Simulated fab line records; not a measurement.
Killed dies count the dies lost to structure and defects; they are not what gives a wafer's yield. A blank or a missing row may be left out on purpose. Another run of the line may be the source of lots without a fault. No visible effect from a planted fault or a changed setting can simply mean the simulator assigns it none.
A struck lot beside a sound one -- flow n5-finfet -- 15 steps out of a route of 1938
Sound: the wafers L802.2, L802.3, L802.4. Wafers struck: L814.1, L814.4, L814.6. Last of all comes the cause.
At each step with rows: each side's tool, then ch and its chambers, then its first start. Under that, the readings that differ: sound wafers -- struck wafers -- difference of the means -- sigmas: that difference in standard deviations of wafers without a fault.
alike: a reading whose means differ by less than 2 such deviations, as well as words and numbers matching on both sides. not compared: withheld readings; readings where some wafer has no value; bounds like >300 that might hide an equal value; numbers whose values overlap and for which the record gives no deviation.
The two part at a step that has a row with sigmas, a row that says differs or no value, or rows on one side only. When numbers do not overlap yet have no deviation, they are printed without sigmas and do not part them. A reading that every wafer of one side lacks parts them only if that side has two wafers or more.

first, 4 steps without rows for these wafers: N5_MIM_BOT_LITHO_EXPOSE_05 (exposes mask MIM BOT); N5_MIM_BOT_LITHO_PEB_06; N5_MIM_BOT_LITHO_DEVELOP_07 (develop time 60 s); N5_MIM_BOT_LITHO_HARDBAKE_09 (time 120 s).
N5_MIM_BOT_LITHO_CD_MEAS_08 targets a cd of 3000 nm.
  sound on cd-sem-01 ch 0, day 14 04:12; struck on cd-sem-02 ch 0, day 16 10:23
  alike: cd-nm
N5_MIM_BOT_LITHO_OVL_MEAS_11:
  sound on overlay-02 ch 0, day 14 04:14; struck on overlay-02 ch 0, day 16 10:25
  alike: MIM_BOT_OVL
N5_MIM_BOT_LITHO_INSPECT_12: inspects for defects (macro).
  sound on defect-inspect-02, day 14 04:15; struck on defect-inspect-01, day 16 10:26
  alike: raw-defect-count
N5_MIM_BOT_LITHO_DESCUM_10: chemistry O2, time 7.9 s.
  sound on rie-diel-02 ch 0,1,2, day 14 04:17; struck on rie-diel-02 ch 1,2,3, day 16 10:28
  alike: drypump-motor-current-A, oes-product-au, rf-fwd-power-W, rf-vpp-V, showerhead-plenum-p-Torr, temp-c, throttle-valve-pct
  not compared: rf-hours-counter-h
N5_MIM_BOT_ETCH_ETCH_04: etches SiNx in CF4/O2, target depth 26 nm, time 13 s.
  sound on rie-diel-02 ch 0,1,2, day 14 04:21; struck on rie-diel-02 ch 1,2,3, day 16 10:32
  alike: drypump-motor-current-A, mfc-ar-sccm, oes_f_703_au, oes_o_777_au, oes-product-au, rf-fwd-power-W, rf-vpp-V, showerhead-plenum-p-Torr, throttle-valve-pct
  not compared: rf-hours-counter-h
N5_MIM_BOT_ETCH_ETCH_03: etches the open film in Cl2/BCl3, target depth 12 nm.
  sound on rie-metal-03 ch 0,1, day 14 04:26; struck on rie-metal-02 ch 0, day 16 10:37
reading,sound,struck,difference,sigmas
rf-fwd-power-W (W),800 798 800,789 793 795,-7,-2
  alike: drypump-motor-current-A, oes-product-au, throttle-valve-pct
  not compared: rf-hours-counter-h
N5_MIM_BOT_ETCH_ETCH_00: etches TiN in Cl2/BCl3, target depth 45.5 nm.
  sound on rie-metal-03 ch 0,1, day 14 04:32; struck on rie-metal-02 ch 0, day 16 10:43
  alike: drypump-motor-current-A, mfc-ar-sccm, oes-product-au, rf-fwd-power-W, throttle-valve-pct
  not compared: rf-hours-counter-h
N5_MIM_BOT_ETCH_STRIP_01: strips in O2.
  sound on rie-diel-06 ch 0,2,3, day 14 04:40; struck on rie-diel-06 ch 1,2, day 16 10:51
  alike: chamber-pressure-mTorr, drypump-motor-current-A, oes-product-au, rf-vpp-V, showerhead-plenum-p-Torr, temp-c, throttle-valve-pct
  not compared: rf-hours-counter-h
N5_MIM_BOT_ETCH_STRIP_02: strips in post etch residue remover, time 1200 s.
  sound on wet-bench-06 ch 0,1,6, day 14 04:44; struck on wet-bench-02 ch 2,3,7, day 16 10:55
  no value came back on the struck wafers for bath-guard-temp-C (C), bath-heat-duty-pct (%), temp-c (C); on the sound wafers bath-guard-temp-C (C) reads 72.3 72.8 72.5
then, 1 step without rows for these wafers: N5_MIM_BOT_ETCH_CLEAN_05 (cleans in IPA, time 180 s).
N5_PASSIVATION_PROBE_49:
  record: rows for the struck wafers here (prober-02, day 16 18:14), none for the sound ones

== WHERE THEY PART ==
Earliest at N5_MIM_BOT_ETCH_ETCH_03; latest, in this record, at N5_PASSIVATION_PROBE_49.

WHY: what the simulator had put in
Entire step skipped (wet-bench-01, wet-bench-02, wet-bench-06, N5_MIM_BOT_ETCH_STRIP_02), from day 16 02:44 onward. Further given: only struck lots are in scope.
